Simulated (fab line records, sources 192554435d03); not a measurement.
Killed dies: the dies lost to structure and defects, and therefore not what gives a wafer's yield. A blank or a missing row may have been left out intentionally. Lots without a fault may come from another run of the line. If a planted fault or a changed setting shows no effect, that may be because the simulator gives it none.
Split-lot experiment ; flow n5 finfet ; on a route of 1938 steps: 7 lots, 21 wafers read

## THE SPLIT
At N5_BEOL_M13_CMP_49 (polishes, stops on SiOC, t overpolish 17.1 s, target thk 420 nm), the setting down force psi was moved away from the recipe's 1 psi on 7 of the 21 wafers read, by -21.1% to +13.3%. This setting was run at the recipe's value on the other wafers.

The reading comes from the split's own step.

## THE READING
barrier field endpoint s, in s, at N5_BEOL_M13_CMP_49 (polishes, stops on SiOC, t overpolish 17.1 s, target thk 420 nm). A value of 30.7 s with a standard deviation of 0.78 s is what fault-free wafers of this fab line usually give.

wafer;tool, chamber at the split;down force psi as run, psi;against the recipe;barrier field endpoint s, s;against lot-mates on the recipe
L075.2;cmp-04, 3;1.098;+9.8%;29.0;-2.3
L075.3;cmp-04, 0;1.098;+9.8%;27.3;-4.0
L075.6;cmp-04, 1;1;recipe;31.3;-
L083.4;cmp-02, 1;1;recipe;30.5;-
L083.1;cmp-02, 2;1;recipe;31.3;-
L083.5;cmp-02, 0;1;recipe;31.0;-
L087.3;cmp-02, 1;0.8941;-10.6%;34.7;+3.6
L087.2;cmp-02, 2;1;recipe;31.1;-
L087.6;cmp-02, 0;1;recipe;31.2;-
L086.3;cmp-04, 1;0.8015;-19.9%;40.1;+8.4
L086.6;cmp-04, 1;0.8015;-19.9%;38.5;+6.8
L086.5;cmp-04, 2;1;recipe;31.7;-
L091.2;cmp-02, 1;1;recipe;30.2;-
L091.3;cmp-02, 3;1.133;+13.3%;26.8;-3.7
L091.5;cmp-02, 1;1;recipe;30.8;-
L093.2;cmp-02, 3;1;recipe;29.7;-
L093.6;cmp-02, 3;0.7886;-21.1%;37.9;+7.8
L093.5;cmp-02, 0;1;recipe;30.5;-
L095.2;cmp-04, 1;1;recipe;30.3;-
L095.3;cmp-04, 3;1;recipe;29.7;-
L095.6;cmp-04, 0;1;recipe;30.1;-

FIT RESULTS
A straight line over all 21 wafers: barrier field endpoint s changes by -0.366 s for each +1% of down force psi; r = -0.97; the points scatter about the line by 0.85 s.
The same after taking each lot's own level away (the mean of its wafers on the recipe; 21 wafers): -0.355 s for each +1%; r = -0.99; scatter 0.53 s.
According to that fit, moving down force psi by its largest amount changes the reading by 7.5 s.
The span of the lots' own levels, 30.03 to 31.70 s, comes to 2.1 times the standard deviation stated above.
The two slopes agree, so the slope changes little with the lot-to-lot level.
Check: for one of the wafers moved furthest among these (-21.1%), held out of the fit, the line's prediction against its lot-mates is +7.59 s. It came out at +7.8 s against them.
Tool readings at the split's step, against how far the setting was moved: barrier field endpoint s r = -0.97.

## THE OTHER SPLITS THESE WAFERS WENT THROUGH
Other splits were also applied to these wafers ahead of the reading. Each is held against what the fit with the lots' levels taken away leaves over:
other split on the same wafers;wafers away from the commonest value;r with barrier field endpoint s (lot level and that fit taken away)
N5_BEOL_M7_COAT_71 spin rpm;6;+0.42
N5_BEOL_M7_DEP_56 time s;9;-0.14
N5_BEOL_M8_ILD_DEP_00 time s;5;+0.00
N5_BEOL_M9_COAT_05 spin rpm;8;+0.27
N5_BEOL_M9_ETCH_62 time s;8;+0.29
N5_BEOL_M11_PECVD_70 temp c;11;+0.23
N5_BEOL_M11_ETCH_62 time s;7;-0.02
N5_BEOL_M11_EXPOSE_25 dose mj;5;+0.19

## FILE'S OWN FIT
barrier field endpoint s changes by -0.353 s for each +1% of down force psi, r = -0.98.
